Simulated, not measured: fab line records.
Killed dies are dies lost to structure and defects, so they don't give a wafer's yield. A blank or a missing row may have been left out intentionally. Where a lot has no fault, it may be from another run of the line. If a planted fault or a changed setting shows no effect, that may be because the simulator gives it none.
Which of the tools did it? | flow nand harc | Sampling: 12 lots, 36 wafers, 3 of 1302 route steps

== WHAT EACH GAUGE READ, for each wafer ==
NHARC_P_BONDPAD_THK_MEAS_20: measures by xrf.
lot  | measured     | on            | thk nm (nm)
L075 | day 7 04:45  | film metro-02 | 159.1 160.1 161.8
L077 | day 7 23:21  | film metro-01 | 160.8 161.6 161.1
L079 | day 8 23:13  | film metro-02 | 160.4 161.2 159.3
L081 | day 9 13:17  | film metro-02 | 158.5 159.1 160.8
L083 | day 10 13:17 | film metro-01 | 160.4 158.9 160.6
L086 | day 11 08:53 | film metro-02 | 162.1 160.1 160.1
L087 | day 12 06:54 | film metro-02 | 158.8 158.6 159.2
L088 | day 13 01:31 | film metro-01 | 161.5 159.5 160.6
L091 | day 13 15:35 | film metro-02 | 161.9 161.7 162.1
L093 | day 14 17:53 | film metro-02 | 161.7 160.4 159.5
L095 | day 15 05:20 | film metro-01 | 163.1 159.7 159.6
L097 | day 16 02:45 | film metro-01 | 158.7 162.2 163.6

== EACH LOT AND THE TOOL THAT RAN IT (in order: tool; ch and the chambers of the sampled wafers; start) ==
lot  | NHARC_P_BONDPAD_PRE_CLEAN_26            | NHARC_P_BONDPAD_CMP_19
L075 | pvd sputter-01, day 7 04:29 or earlier  | cmp-02 ch 0,2,3, day 7 04:29
L077 | pvd sputter-02, day 7 23:02 or earlier  | cmp-02 ch 0,3, day 7 23:02
L079 | pvd sputter-03, day 8 22:53 or earlier  | cmp-01 ch 1,2, day 8 22:53
L081 | pvd sputter-02, day 9 12:58 or earlier  | cmp-01 ch 0,2,3, day 9 12:58
L083 | pvd sputter-01, day 10 12:58 or earlier | cmp-02 ch 0,2,3, day 10 12:58
L086 | pvd sputter-03, day 11 08:36 or earlier | cmp-02 ch 0,1,3, day 11 08:36
L087 | pvd sputter-01, day 12 06:36 or earlier | cmp-01 ch 2,3, day 12 06:36
L088 | pvd sputter-01, day 13 01:11 or earlier | cmp-01 ch 0,1, day 13 01:11
L091 | pvd sputter-01, day 13 15:16 or earlier | cmp-01 ch 2,3, day 13 15:16
L093 | pvd sputter-01, day 14 17:37 or earlier | cmp-01 ch 0,1,2, day 14 17:37
L095 | pvd sputter-02, day 15 05:04 or earlier | cmp-03 ch 0,1,2, day 15 05:04
L097 | pvd sputter-02, day 16 02:25 or earlier | cmp-01 ch 0,3, day 16 02:25
- NHARC_P_BONDPAD_PRE_CLEAN_26: time 30 s.
- NHARC_P_BONDPAD_CMP_19: polishes, t overpolish 30 s, cu recess touch 16 s, target thk 160.81 nm.

== THE ANSWER, worked out from the rows above alone ==
Rule: what is usual is taken from the lots themselves. The widest of any qualifying gaps counts: lots, ordered by their means at a reading, are off when they make up no more than a third of the lots, leave a main group of 4 or more, and stand apart from it by 3 or more times the standard deviation of that group's means. If all means in a main group match to the digits the tables above print for the reading, that group is not used. A lot without any number at a reading at which 4 lots or more have one is off too. The other lots that the step has rows for count as sound.
Nothing can be told from this: no lot is off at any reading shown.

== WHAT THE SIMULATOR HAD INSERTED ==
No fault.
